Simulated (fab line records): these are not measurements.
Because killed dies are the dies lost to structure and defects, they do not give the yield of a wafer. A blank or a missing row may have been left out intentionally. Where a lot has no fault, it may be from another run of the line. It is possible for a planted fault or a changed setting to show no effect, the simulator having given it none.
Chamber matching / flow n5_finfet / 4 sister chambers for N5_BEOL_M7_DESCUM_16 on rie_diel-02
The step chemistry O2, time 7.9 s. 8 wafers are shown with their chamber, then 8 later ones without.

WAFERS WITH THEIR CHAMBER
wafer=L081.4; chamber=0; oes_product_au (a.u.)=0.77; drypump_motor_current_A (A)=5.4
wafer=L086.2; chamber=1; oes_product_au (a.u.)=0.93; drypump_motor_current_A (A)=5.9
wafer=L086.5; chamber=1; oes_product_au (a.u.)=0.93; drypump_motor_current_A (A)=5.8
wafer=L087.1; chamber=2; oes_product_au (a.u.)=0.72; drypump_motor_current_A (A)=6.1
wafer=L087.3; chamber=0; oes_product_au (a.u.)=0.76; drypump_motor_current_A (A)=5.4
wafer=L085.5; chamber=3; oes_product_au (a.u.)=0.68; drypump_motor_current_A (A)=5.2
wafer=L085.6; chamber=2; oes_product_au (a.u.)=0.71; drypump_motor_current_A (A)=6.0
wafer=L088.3; chamber=3; oes_product_au (a.u.)=0.68; drypump_motor_current_A (A)=5.2

WAFERS WHOSE CHAMBER IS MISSING
wafer=L088.5; oes_product_au (a.u.)=0.70; drypump_motor_current_A (A)=6.0
wafer=L088.6; oes_product_au (a.u.)=0.68; drypump_motor_current_A (A)=5.2
wafer=L090.1; oes_product_au (a.u.)=0.74; drypump_motor_current_A (A)=5.4
wafer=L090.4; oes_product_au (a.u.)=0.68; drypump_motor_current_A (A)=5.2
wafer=L090.6; oes_product_au (a.u.)=0.75; drypump_motor_current_A (A)=5.4
wafer=L095.2; oes_product_au (a.u.)=0.70; drypump_motor_current_A (A)=6.0
wafer=L095.3; oes_product_au (a.u.)=0.75; drypump_motor_current_A (A)=5.4
wafer=L095.6; oes_product_au (a.u.)=0.91; drypump_motor_current_A (A)=5.8

WHICH CHAMBER EACH WENT THROUGH
wafer=L088.5; from the rows above=2; in truth=2
wafer=L088.6; from the rows above=3; in truth=3
wafer=L090.1; from the rows above=0; in truth=0
wafer=L090.4; from the rows above=3; in truth=3
wafer=L090.6; from the rows above=0; in truth=0
wafer=L095.2; from the rows above=2; in truth=2
wafer=L095.3; from the rows above=0; in truth=0
wafer=L095.6; from the rows above=1; in truth=1
Placed correctly: 8 of 8. Number that these rows cannot place: 0. Placed wrongly: 0.
How it was worked out, from the rows above alone: a wafer's distance from a chamber is the root of the sum, over the readings, of the square of ((its reading less the chamber's mean) divided by the reading's scatter). The wafer belongs to the nearest chamber; if the next one is less than 2 further off, it can't be placed. The mean given for a chamber averages the wafers shown for that chamber. The scatter: the root of (the sum of the squares of (reading less its chamber's mean) over the shown wafers, divided by (wafers less chambers)).
